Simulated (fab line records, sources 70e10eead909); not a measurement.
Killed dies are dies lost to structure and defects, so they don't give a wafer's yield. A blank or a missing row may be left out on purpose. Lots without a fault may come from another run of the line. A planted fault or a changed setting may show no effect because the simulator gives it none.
A struck lot beside a sound one | flow nand_harc | 13 steps out of a route of 1302
Sound: wafers L674.3, L674.5, L674.6. Struck: wafers L683.1, L683.3, L683.4. The cause comes at the end.
At each step with rows: each side's tool, then ch and its chambers, then its first start. Under that, the readings that differ: sound wafers | struck wafers | difference of the means | sigmas: that difference in standard deviations of wafers without a fault.
alike: readings whose means differ by less than 2 such deviations, and words and numbers that are the same on both sides. not compared: withheld readings, readings that some wafer has no value for, bounds like >300 that may hide the same value, and numbers for which the record gives no deviation and whose values overlap.
The two part at a step that has a row with sigmas, a row that says differs or no value, or rows on one side only. Numbers that don't overlap but have no deviation are shown without sigmas and don't part them. A reading that every wafer of one side lacks parts them only if that side has two wafers or more.

first, 1 step without rows for these wafers: NHARC_A_WL_FILL_CVD_03 (deposits W, target thk 40 nm, time 279 s).
NHARC_A_WL_FILL_ETCHBACK_04: etches the open film in NF3, target depth 60 nm, time 120 s.
  sound on rie_metal-02 ch 0,1, day 25 03:49; struck on rie_metal-01 ch 0,1, day 28 13:56
  alike: drypump_motor_current_A, oes_product_au, run_length_s
  not compared: rf_hours_counter_h
NHARC_A_WL_FILL_ETCHBACK_05: etches the open film in Cl2/BCl3, target depth 22 nm, time 60 s.
  sound on rie_metal-02 ch 0,1, day 25 04:00; struck on rie_metal-01 ch 0,1, day 28 14:10
  reading               | sound             | struck            | difference | sigmas
  oes_product_au (a.u.) | 1.020 1.024 0.998 | 0.987 0.994 0.980 | -0.027     | -2
  alike: drypump_motor_current_A, run_length_s
  not compared: rf_hours_counter_h
NHARC_A_WL_FILL_STRIP_27: strips in N2/H2, time 20 s.
  sound on plasma_asher-01 ch 0,1, day 25 04:10; struck on plasma_asher-01 ch 0,1, day 28 14:19
  alike: drypump_motor_current_A, heater_power_w
  not compared: rf_hours_counter_h
then, 4 steps without rows for these wafers: NHARC_A_WL_FILL_STRIP_28 (strips in post etch residue remover, time 1200 s); NHARC_A_WL_FILL_PRECLEAN_06 (cleans in DIW, time 300 s); NHARC_A_WL_FILL_SRD_07; NHARC_A_WL_FILL_ANNEAL_08 (time 1800 s).
NHARC_A_WL_FILL_ALD_10: deposits SiO2, target thk 50 nm, pulse time 10 s, ald cycles 500.
  sound on ald_hk-04 ch 1,2, day 25 09:31; struck on ald_hk-01 ch 0,1,3, day 28 21:31
  reading                    | sound             | struck            | difference | sigmas
  precursor_pulse_height_rel | 0.980 0.979 0.971 | 1.039 1.012 1.002 | +0.041     | +2
  alike: heater_power_w
  not compared: since_wet_clean_h
NHARC_A_WL_FILL_ETCHBACK_16: etches the open film in C4F8/O2/Ar, target depth 120 nm, time 24 s.
  sound on rie_diel-06 ch 0,1,3; struck on rie_diel-06 ch 1,2,3
  alike: oes_product_au, rf_vpp_V, run_length_s
  not compared: rf_hours_counter_h
then, 1 step without rows for these wafers: NHARC_A_WL_FILL_STRIP_29 (strips in O2, time 20 s).
NHARC_A_WL_FILL_ETCHBACK_17: etches the open film in Cl2/BCl3, target depth 4 nm, time 26.7 s.
  sound on rie_metal-03 ch 0,1, day 25 14:23; struck on rie_metal-03 ch 0,1, day 29 02:22
  reading          | sound          | struck         | difference | sigmas
  run_length_s (s) | 48.2 47.8 48.5 | 39.4 39.1 39.7 | -8.8       | -18
  alike: drypump_motor_current_A, oes_product_au
  not compared: rf_hours_counter_h
then, 1 step without rows for these wafers: NHARC_A_WL_FILL_PRECLEAN_18 (cleans in dHF, time 30 s).

WHERE THEY PART
First at NHARC_A_WL_FILL_ETCHBACK_05; last, within this record, at NHARC_A_WL_FILL_ETCHBACK_17.

WHY: what the simulator had put in
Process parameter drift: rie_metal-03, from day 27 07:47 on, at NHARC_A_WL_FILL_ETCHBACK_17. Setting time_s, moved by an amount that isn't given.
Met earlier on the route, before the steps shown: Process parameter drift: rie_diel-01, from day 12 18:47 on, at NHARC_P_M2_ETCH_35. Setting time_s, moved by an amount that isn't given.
